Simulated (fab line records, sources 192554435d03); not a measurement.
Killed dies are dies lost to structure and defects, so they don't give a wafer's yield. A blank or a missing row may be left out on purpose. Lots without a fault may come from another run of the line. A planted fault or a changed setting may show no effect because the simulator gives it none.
fab line records | flow n5_finfet
record lots=5 wafers=14 last_day=16
route steps=1938 shown BEOL_M4@1100 BEOL_M5@1112 PASSIVATION@1936
lots that met no fault: from a run of the same line without faults
start_h: hours from the record's first day to the start of the lot's first wafer shown | wait_h: hours since the lot's step before | " the same as in the row above | L1.1+2: a row that stands for several wafers | - no value, or no start given | * or withheld: withheld | < > ~ a bound
route shown NAME@n: a module of which the file shows steps, and the number in the route of the first | usual: mean/standard deviation of fault-free wafers | same: alike in all rows | chamber/n: place in a boat | sites: the reading at each site | _std_site: their standard deviation | _edge_site: outer sites' mean less inner sites' | radius_mm: how far each site lies from the wafer's centre | mask NAME#n: copy n | behind: the tool/chamber that last shaped the wafer | hold: why the lot was held/for how many hours/how that ended | device: the transistor (n, p or np) that didn't switch | end of line: the same wafers' tests at the end of the route | a step without rows: its recipe alone | killed: dies lost to structure and defects at the first sort, not the wafer's yield | map: a wafer's dies, x killed, . not, _ none there
set.NAME: the setting as run; set.NAME@STEP: as run at that earlier step | model.NAME: the simulator's own value behind a step, which no gauge read
lots at some steps of the route; a table a step, a row a wafer
services: from which hour (start_h, from the record's first day; less than 0 if before it) a tool's chamber was out of use, for how many hours, and why
## steps
# step N5_BEOL_M4_SPUTTER_96
# recipe material=Cu target_thk_a=45 temp_c=-20 chamber_pressure_pa=0.07 power_w=withheld time_s=8.29
# step N5_BEOL_M4_ECD_50
# recipe material=Cu target_thk_a=3000
# step N5_BEOL_M4_ANNEAL_51
# recipe temp_c=225 time_s=90 ambient=N2
# step N5_BEOL_M4_CMP_52
# recipe stop_on=SiOC t_overpolish_s=6.8 down_force_psi=1 platen_rpm=50 clearing_platen_down_force_psi=1.5 clearing_platen_rpm=50 post_cmp_clean=cu_alkaline target_thk_nm=40 clearing_platen_pad_velocity_m_s=0.99484 pad_velocity_m_s=0.99484
# step N5_BEOL_M4_PRE_CLEAN_60
# recipe gas=NH3/H2 time_s=15 temp_c=* rf_power_w=300
# step N5_BEOL_M4_CO_CAP_55
# recipe material=Co target_thk_a=20 temp_c=200 precursor=CCTBA/H2 pressure_torr=30 time_s=102.1
# step N5_BEOL_M4_PRE_CLEAN_56
# recipe gas=NH3 time_s=15 temp_c=withheld rf_power_w=300
# step N5_BEOL_M4_DEP_57
# recipe material=SiCN target_thk_a=80 temp_c=withheld precursor=3MS/NH3 pressure_torr=3 rf_w=202 time_s=14
# step N5_BEOL_M5_ILD_DEP_00
# recipe material=SiCOH_lowk target_thk_a=1406.4 temp_c=300 precursor=DEMS/porogen pressure_torr=5 rf_w=500 time_s=25.9
# usual chamber_pressure_Torr=5.000/0.011 heater_power_w=303/52 showerhead_plenum_p_Torr=5.737/0.016 throttle_valve_pct=13.9/1
# columns lot.wafer tool chamber start_h wait_h chamber_pressure_Torr heater_power_w showerhead_plenum_p_Torr throttle_valve_pct model.SiCOH_lowk_of_BEOL_M5_ILD_DEP_00.thk_nm
L536.3 pecvd-03 0 206.68 0.5 4.994 357 5.724 13.4 142.8
L536.4 " 1 " " 5.011 344 5.771 14.4 140.6
L536.6 " 1 " " 5.013 351 5.767 14.3 141
L543.1 pecvd-03 2 255.12 0.8 5.008 228 5.729 12.6 151.8
L543.3 " 0 " " 4.995 380 5.740 13.7 140.6
L543.6 " 1 " " 4.982 339 5.761 14.7 141.4
L544.1 pecvd-03 1 258.18 0.8 5.015 387 5.763 14.4 150.8
L544.4 " 1 " " 5.008 377 5.770 14.6 137.6
L544.5 " 2 " " 5.004 231 5.725 12.8 155.6
L545.5 pecvd-03 1 266.35 0.2 5.004 377 5.774 14.3 156.2
L545.6 " 2 " " 4.984 227 5.732 12.5 139.8
L547.1 pecvd-02 2 274.76 0.8 5.007 273 5.716 14.0 136.6
L547.2 " 1 " " 5.006 267 5.748 14.1 140.8
L547.3 " 0 " " 5.001 278 5.735 12.7 140.6
# step N5_BEOL_M5_CURE_79
# recipe temp_c=385 time_s=240 ambient=He/Ar material=SiCOH_lowk
# step N5_BEOL_M5_THK_MEAS_01
# recipe reads=SiCOH_lowk_of_BEOL_M5_ILD_DEP_00
# usual M5_ILD_THK=121.1/1.9
# columns lot.wafer tool chamber start_h wait_h M5_ILD_THK[nm]
L536.3 film_metro-01 - 207.91 0.3 122.8
L536.4 " - " " 121.0
L536.6 " - " " 121.3
L543.1 film_metro-02 - 255.69 0.4 130.8
L543.3 " - " " 121.0
L543.6 " - " " 121.8
L544.1 film_metro-02 - 258.76 0.4 129.9
L544.4 " - " " 118.3
L544.5 " - " " 134.0
L545.5 film_metro-02 - 266.91 0.1 134.6
L545.6 " - " " 120.2
L547.1 film_metro-01 - 275.33 0.4 117.4
L547.2 " - " " 121.1
L547.3 " - " " 121.0
# step N5_BEOL_M5_PECVD_70
# recipe material=SiO2 target_thk_a=160 temp_c=400 precursor=TEOS/O2 pressure_torr=5.5 rf_w=450 teos_flow_sccm=53.8 gas=O2 flow_sccm=3000 time_s=18
# step N5_BEOL_M5_HM_DEP_02
# recipe material=TiN target_thk_a=200 temp_c=25 chamber_pressure_pa=0.49996
# step N5_BEOL_M5_COAT_59
# recipe resist=SOC temp_c=250 time_s=60 spin_rpm=1500 resist_thk_nm=60
# step N5_BEOL_M5_COAT_60
# recipe resist=SiARC temp_c=220 time_s=60 spin_rpm=1500 resist_thk_nm=12
# step N5_BEOL_M5_COAT_71
# recipe resist=underlayer temp_c=205 time_s=60 spin_rpm=1500 resist_thk_nm=5
# step N5_BEOL_M5_COAT_05
# recipe resist=CAR-EUV spin_rpm=1500 resist_thk_nm=30
# step N5_BEOL_M5_EBR_07
# recipe solvent=PGMEA ebr_width_mm=1.5
# step N5_BEOL_M5_SOFTBAKE_06
# recipe temp_c=110 time_s=60 resist=CAR-EUV
# step N5_BEOL_M5_EXPOSE_08
# recipe mask_id=M5 na=0.33 source_shape=annular sigma_inner=0.4 sigma_outer=0.8 polarization=unpolarized target_cd_nm=28 dose_mj=35.75
# step N5_BEOL_M5_PEB_09
# recipe peb_temp_c=100 peb_time_s=60 resist=CAR-EUV
# step N5_BEOL_M5_DEVELOP_10
# recipe develop_time_s=30 developer=TMAH resist=CAR-EUV rinse_liquid=surfactant_rinse dry=air_spin dev_temp_c=23
# step N5_BEOL_M5_DESCUM_16
# recipe chemistry=O2 time_s=7 source_power_w=50 bias_power_w=20 pressure_mtorr=20 rf_frequency_hz=2.712e+07 temp_c=40 resist=CAR-EUV o2_flow_sccm=225
# step N5_BEOL_M5_ETCH_72
# recipe chemistry=N2/H2 target=underlayer target_depth_a=65 mask_material=CAR-EUV time_s=5.2 ion_energy_ev=200 pressure_mtorr=30 source_w=840 bias_w=150 n2_flow_sccm=200 h2_flow_sccm=200 ends=cleared
# step N5_BEOL_M5_ETCH_61
# recipe chemistry=CF4 target=SiARC target_depth_a=156 mask_material=CAR-EUV time_s=26 ion_energy_ev=80 pressure_mtorr=40 source_w=545 bias_w=36 Ar_flow_sccm=100 cf4_flow_sccm=100 ends=cleared
# step N5_BEOL_M5_ETCH_62
# recipe chemistry=N2/H2 target=SOC target_depth_a=750 overetch_a=150 mask_material=SiARC temp_c=40 time_s=112.5 ion_energy_ev=200 pressure_mtorr=30 source_w=840 bias_w=150 n2_flow_sccm=200 h2_flow_sccm=200
# step N5_BEOL_M5_STRIP_63
# recipe chemistry=N2/H2 temp_c=40 n2_flow_sccm=200 h2_flow_sccm=200 rf_frequency_hz=6e+07
# step N5_BEOL_M5_STRIP_73
# recipe chemistry=N2/H2 temp_c=40 n2_flow_sccm=200 h2_flow_sccm=200 rf_frequency_hz=6e+07
# step N5_BEOL_M5_STRIP_64
# recipe chemistry=CF4 resist=SiARC power_w=300 bias_power_w=75 pressure_mtorr=50 cf4_flow_sccm=150 rf_frequency_hz=6e+07
# step N5_BEOL_M5_HM_OPEN_17
# recipe chemistry=Cl2/BCl3 target_depth_a=200 overetch_a=60 target=TiN mask_material=SOC ion_energy_ev=150 pressure_mtorr=10 icp_w=1000 bias_w=126 Cl2_flow_sccm=53.25 bcl3_flow_sccm=21.75 Ar_flow_sccm=25
# step N5_BEOL_M5_STRIP_19
# recipe chemistry=O2 power_w=400 temp_c=40 pressure_mtorr=30 rf_frequency_hz=6e+07 bias_power_w=0 overash_fraction=0.2 o2_flow_sccm=225
# step N5_BEOL_M5_COAT_65
# recipe resist=SOC temp_c=250 time_s=60 spin_rpm=1500 resist_thk_nm=60
# step N5_BEOL_M5_COAT_66
# recipe resist=SiARC temp_c=220 time_s=60 spin_rpm=1500 resist_thk_nm=12
# step N5_BEOL_M5_COAT_74
# recipe resist=underlayer temp_c=205 time_s=60 spin_rpm=1500 resist_thk_nm=5
# step N5_BEOL_M5_CMP_52
# recipe stop_on=SiCOH_lowk t_overpolish_s=6.9 down_force_psi=1 platen_rpm=50 clearing_platen_down_force_psi=1.5 clearing_platen_rpm=50 post_cmp_clean=cu_alkaline target_thk_nm=62 clearing_platen_pad_velocity_m_s=0.99484 pad_velocity_m_s=0.99484
# usual motor_current_A=6.0/0.63 retaining_ring_pressure_frac=1.000/0.0049
# columns lot.wafer tool chamber start_h wait_h motor_current_A retaining_ring_pressure_frac model.SiCOH_lowk_of_BEOL_M5_ILD_DEP_00.thk_nm
L536.3 cmp-04 3 219.43 0.2 5.8 0.991 119.8
L536.4 " 1 " " 6.6 0.997 118
L536.6 " 2 " " 5.9 1.002 118.4
L544.4 cmp-04 1 268.06 0.1 6.5 1.003 115.4
L544.1 " 3 " " 5.6 1.008 126.8
L544.5 " 2 " " 5.6 1.001 131
L543.3 cmp-01 1 269.98 0.2 6.1 1.001 118
L543.1 " 3 " " 5.9 0.998 127.8
L543.6 " 1 " " 6.2 0.997 118.6
L545.6 cmp-01 3 277.64 0.2 5.9 0.997 117.4
L545.5 " 0 " " 6.4 0.995 131.6
L547.3 cmp-01 2 286.57 0.2 7.4 0.998 118
L547.2 " 3 " " 6.1 0.992 118.2
L547.1 " 0 " " 6.1 0.999 114.6
# step N5_PASSIVATION_PROBE_49
# usual defect_limited_yield=91.6/1.4 killed_at_M0_to_M3=32/9.5 killed_at_M4_up=13/6 killed_at_contacts=12/5.6 killed_at_front_end=39/11 killed_at_other=2.8/2.3 killed_dies=99/16 killed_open=65/12 killed_short=32/7.6 sort_bin_4_leakage=0.1/0.88 sort_bin_5_function=4.8/0.88 sort_bin_6_memory=3.2/0.65 sort_bin_8_speed=0.2/2 sort_n_pass=1077/29 sort_yield_pct=91.2/2.5
# same gross_dies=1180 killed_at_back_side=0
# columns lot.wafer tool chamber start_h wait_h defect_limited_yield[%] killed_at_M0_to_M3 killed_at_M4_up killed_at_contacts killed_at_front_end killed_at_other killed_dies killed_open killed_short sort_bin_4_leakage[%] sort_bin_5_function[%] sort_bin_6_memory[%] sort_bin_8_speed[%] sort_n_pass sort_yield_pct[%]
L544.1 prober-02 - 359.60 0.0 92.4 24 9 10 41 6 90 52 28 0.1 3.6 3.1 0 1089 92.3
L547.1 prober-01 - 375.72 0.7 92.6 19 14 10 41 3 87 57 30 0 3.5 3.8 0 1093 92.6
L547.2 prober-01 - 375.77 0.8 91.1 31 26 17 27 4 105 71 34 0.1 5.8 3.0 0 1074 91.0
L547.3 prober-01 - 375.82 0.8 91.4 35 19 9 35 3 101 75 26 0 5.2 3.0 0 1079 91.4
# killed by level:class
L544.1 MOL_CONTACT_COAG:geometric_particle:open=9 FIN_SAQP:geometric_particle:short=7 HKMG_FIN:area_etch=7 FIN_SAQP:geometric_particle:open=5 BEOL_M2:geometric_particle:open=5 BEOL_M3:geometric_particle:open=5 STI_FIN_REVEAL:geometric_particle:short=4 DUMMY_GATE:geometric_particle:open=4
L547.1 STI_FIN_REVEAL:geometric_particle:open=10 BEOL_M4:geometric_particle:open=9 FIN_SAQP:geometric_particle:open=8 MOL_CONTACT_COAG:geometric_particle:open=6 BEOL_M0_SAQP:geometric_particle:open=6 FIN_SAQP:geometric_particle:short=5 DUMMY_GATE:geometric_particle:open=5 DUMMY_GATE:geometric_particle:short=4
L547.2 BEOL_M4:geometric_particle:open=15 MOL_CONTACT_COAG:geometric_particle:open=14 BEOL_M0_SAQP:geometric_particle:open=11 BEOL_M0_SAQP:geometric_particle:short=10 FIN_SAQP:geometric_particle:open=8 FIN_SAQP:geometric_particle:short=8 DUMMY_GATE:geometric_particle:open=4 BEOL_M1:geometric_particle:open=4
L547.3 BEOL_M4:geometric_particle:open=13 FIN_SAQP:geometric_particle:open=8 STI_FIN_REVEAL:geometric_particle:open=8 MOL_CONTACT_COAG:geometric_particle:open=8 BEOL_M0_SAQP:geometric_particle:open=7 BEOL_M0_SAQP:geometric_particle:short=6 BEOL_M2:geometric_particle:open=6 DUMMY_GATE:geometric_particle:open=5
## services
# columns tool chamber start_h hours kind
cmp-01 - 197.28 2.3 repair
pecvd-03 2 202.38 - clean
pecvd-03 2 202.38 - consumable_replace:showerhead
pecvd-03 2 202.38 29.0 scheduled_down
pecvd-03 2 202.38 29.0 vent_cycle
pecvd-03 1 215.67 2.1 scheduled_down
cmp-04 - 216.24 0.4 repair
cmp-01 - 222.06 19.9 pm
pecvd-03 - 228.10 5.5 pm
pecvd-02 2 242.89 5.5 scheduled_down
cmp-01 - 254.51 0.3 repair
pecvd-03 0 255.81 2.1 scheduled_down
cmp-04 - 264.38 0.9 repair
pecvd-02 1 277.24 2.1 scheduled_down
## key
first_sign step=N5_BEOL_M5_THK_MEAS_01 reading=M5_ILD_THK direction=up sigmas=6 usual=121.1 struck=132.3
effect none on later readings
model_effect step=N5_BEOL_M5_ILD_DEP_00 value=SiCOH_lowk_of_BEOL_M5_ILD_DEP_00.thk_nm without=138.9 struck=153.6
model_effect step=N5_BEOL_M5_CMP_52 value=SiCOH_lowk_of_BEOL_M5_ILD_DEP_00.thk_nm without=116.5 struck=129.3
met_at N5_BEOL_M5_ILD_DEP_00
struck_wafers L543.1,L544.1,L544.5,L545.5
onset_between 206.68 255.12
fault kind=process_parameter_drift tool=pecvd-03 chamber=- onset_h=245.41 steps=N5_BEOL_M5_ILD_DEP_00 channel=time_s offset=* shape=step end_h=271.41 scope=struck_wafers_only acts_in=* stated=*
